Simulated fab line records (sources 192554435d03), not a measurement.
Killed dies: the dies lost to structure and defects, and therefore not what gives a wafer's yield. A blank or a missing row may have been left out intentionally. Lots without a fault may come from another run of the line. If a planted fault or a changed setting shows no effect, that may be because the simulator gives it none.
Split-lot trial	flow n5 finfet	on a route of 1938 steps: 7 lots, 21 wafers read

THE SPLIT
At N5_BEOL_M12_ETCH_67 (etches SiARC in CF4, target depth 143 nm, time 238.3 s), the setting source w was moved away from the recipe's 545 W on 6 of the 21 wafers read, by -15.1% to +9.5%. This setting was run at the recipe's value on the other wafers.

The split's own step is where the reading is taken.

THE READING
rf vpp V, in V, at N5_BEOL_M12_ETCH_67 (etches SiARC in CF4, target depth 143 nm, time 238.3 s). Fault-free wafers of this fab line usually give 184.5 V, standard deviation 1.1 V.

wafer	tool, chamber at the split	source w as run, W	against the recipe	rf vpp V, V	against lot-mates on the recipe
L076.1	rie diel-03, 0	545	recipe	183.1	-
L076.4	rie diel-03, 2	545	recipe	182.3	-
L076.5	rie diel-03, 0	545	recipe	183.2	-
L080.4	rie diel-01, 1	545	recipe	186.3	-
L080.5	rie diel-01, 2	545	recipe	185.3	-
L080.6	rie diel-01, 3	545	recipe	182.3	-
L079.3	rie diel-01, 0	519.5	-4.7%	187.8	+3.2
L079.4	rie diel-01, 3	519.5	-4.7%	186.3	+1.7
L079.6	rie diel-01, 1	545	recipe	184.6	-
L084.1	rie diel-04, 1	585.5	+7.4%	180.8	-3.3
L084.4	rie diel-04, 2	545	recipe	184.0	-
L084.5	rie diel-04, 0	545	recipe	184.2	-
L090.1	rie diel-01, 3	545	recipe	182.8	-
L090.2	rie diel-01, 0	545	recipe	183.2	-
L090.4	rie diel-01, 1	545	recipe	186.5	-
L095.1	rie diel-01, 3	462.5	-15.1%	194.4	+8.8
L095.2	rie diel-01, 1	462.5	-15.1%	194.8	+9.2
L095.4	rie diel-01, 0	545	recipe	185.6	-
L097.1	rie diel-01, 3	597	+9.5%	177.7	-5.6
L097.5	rie diel-01, 3	545	recipe	182.6	-
L097.6	rie diel-01, 2	545	recipe	183.9	-

FIT RESULTS
A straight line over all 21 wafers: rf vpp V changes by -0.664 V for each +1% of source w; r = -0.95; the points scatter about the line by 1.3 V.
The same after taking each lot's own level away (the mean of its wafers on the recipe; 21 wafers): -0.573 V for each +1%; r = -0.95; scatter 1 V.
That fit puts the effect of the largest move of source w on the reading at 8.7 V.
The span of the lots' own levels, 182.87 to 185.60 V, comes to 2.5 times the standard deviation stated above.
In other words, the slope is changed by the lot-to-lot level; the two fits disagree.
Check: for one of the wafers moved furthest among these (-15.1%), held out of the fit, the line's prediction against its lot-mates is +8.69 V. Against them it came out at +8.8 V.
Tool readings at the split's step, against how far the setting was moved: etch rf on time s r = -0.96; rf vpp V r = -0.95.

ADDITIONAL SPLITS CARRIED BY THESE WAFERS
Other splits were also applied to these wafers ahead of the reading. Each is held against what the fit with the lots' levels taken away leaves over:
other split on the same wafers	wafers away from the commonest value	r with rf vpp V (lot level and that fit taken away)
N5_BEOL_M11_ETCH_41 time s	7	+0.26

THE WHOLE CHAIN: every reading that the file lists as answering this split, in the file's order
step	what it does	reading	change (the file's fit)	r (the file's)
N5_BEOL_M12_ETCH_67	etches SiARC in CF4, target depth 143 nm, time 238.3 s	etch rf on time s	withheld for each +1% of the setting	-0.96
N5_BEOL_M12_ETCH_67	etches SiARC in CF4, target depth 143 nm, time 238.3 s	rf vpp V	-0.566 V for each +1% of the setting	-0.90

THE FILE'S OWN FIT
rf vpp V changes by -0.566 V for each +1% of source w, r = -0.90.
